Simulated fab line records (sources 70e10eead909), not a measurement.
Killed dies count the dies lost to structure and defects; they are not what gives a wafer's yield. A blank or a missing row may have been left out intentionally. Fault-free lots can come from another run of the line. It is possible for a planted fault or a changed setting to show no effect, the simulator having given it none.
A lot that was struck, set against a sound lot :: flow nand_harc :: 14 steps out of a route of 1159
Sound: the wafers L209.2, L209.3, L209.5. The struck wafers were L213.1, L213.3, L213.6. Last of all comes the cause.
At each step with rows: each side's tool, then ch and its chambers, then its first start. Under that, the readings that differ: sound wafers :: struck wafers :: difference of the means :: sigmas: that difference in standard deviations of wafers without a fault.
alike: words and numbers the same on both sides, and readings whose means are apart by under 2 such deviations; not compared: readings that were withheld, readings missing a value for some wafer, numbers with overlapping values and no deviation given by the record, and bounds like >300 which may hide the same value.
A row with sigmas, a row that says differs or no value, or rows on one side alone: a step with any of these is where the two part. When numbers do not overlap yet have no deviation, they are printed without sigmas and do not part them. A reading missing from all wafers of one side parts the sides only when that side holds two or more wafers.

first, 5 steps without rows for these wafers: NHARC_A_ZERO_WELL_SOFTBAKE_05 (time 70 s); NHARC_A_ZERO_WELL_EBR_06; NHARC_A_ZERO_WELL_EXPOSE_07 (exposes mask A ZERO); NHARC_A_ZERO_WELL_PEB_08 (peb time 80 s); NHARC_A_ZERO_WELL_DEVELOP_09 (time 50 s).
NHARC_A_ZERO_WELL_CD_MEAS_10: the cd target is 2000 nm.
  sound on cd_sem-02 ch 0, day 6 22:45; struck on cd_sem-01 ch 0, day 7 12:26
  alike: cd_nm
then, 1 step without rows for these wafers: NHARC_A_ZERO_WELL_HARDBAKE_11 (time 65 s).
NHARC_A_ZERO_WELL_DESCUM_12: chemistry O2, time 3 s.
  sound on rie_diel-07 ch 1,2,3, day 6 22:55; struck on rie_diel-07 ch 0,2, day 7 12:35
  alike: drypump_motor_current_A, oes_product_au, rf_vpp_V, showerhead_plenum_p_Torr, throttle_valve_pct
  not compared: rf_hours_counter_h
NHARC_A_ZERO_WELL_ETCH_19: etches the open film in N2/H2, target depth 80 nm, overetch 24 nm, time 87.88 s.
  sound on rie_diel-07 ch 0,1,3, day 6 22:59; struck on rie_diel-07 ch 0,2, day 7 12:41
  alike: drypump_motor_current_A, oes_product_au, rf_vpp_V, showerhead_plenum_p_Torr, throttle_valve_pct
  not compared: rf_hours_counter_h
NHARC_A_ZERO_WELL_ETCH_13: etches the open film in HBr/Cl2, target depth 120 nm, time 40.1 s.
  sound on rie_si-03 ch 0,1, day 6 23:07; struck on rie_si-02 ch 0,1,2, day 7 12:47
  alike: drypump_motor_current_A, oes_product_au, throttle_valve_pct
  not compared: rf_hours_counter_h
then, 1 step without rows for these wafers: NHARC_A_ZERO_WELL_STRIP_14 (strips in SPM, time 900 s).
NHARC_A_ZERO_WELL_IMPLANT_15:
  sound on implanter-01 ch 0, day 6 23:41; struck on implanter-02 ch 0, day 7 13:44
  alike: tilt_deg
then, 1 step without rows for these wafers: NHARC_A_ZERO_WELL_PRECLEAN_22 (cleans in SC1, time 60 s).
-- the record jumps here: 12 days lie between the struck wafers' starts before and after (it left off in module A_ZERO_WELL and takes up again in module END, whose first step shown is number 1159 of the route) --
NHARC_END_SORT_01:
  here the record holds rows for the struck wafers (prober-01 ch 0, day 20 00:17) but none for the sound ones

== WHERE THEY PART ==
At NHARC_END_SORT_01 and nowhere else, as far as this record goes.

WHY: the cause the simulator had injected
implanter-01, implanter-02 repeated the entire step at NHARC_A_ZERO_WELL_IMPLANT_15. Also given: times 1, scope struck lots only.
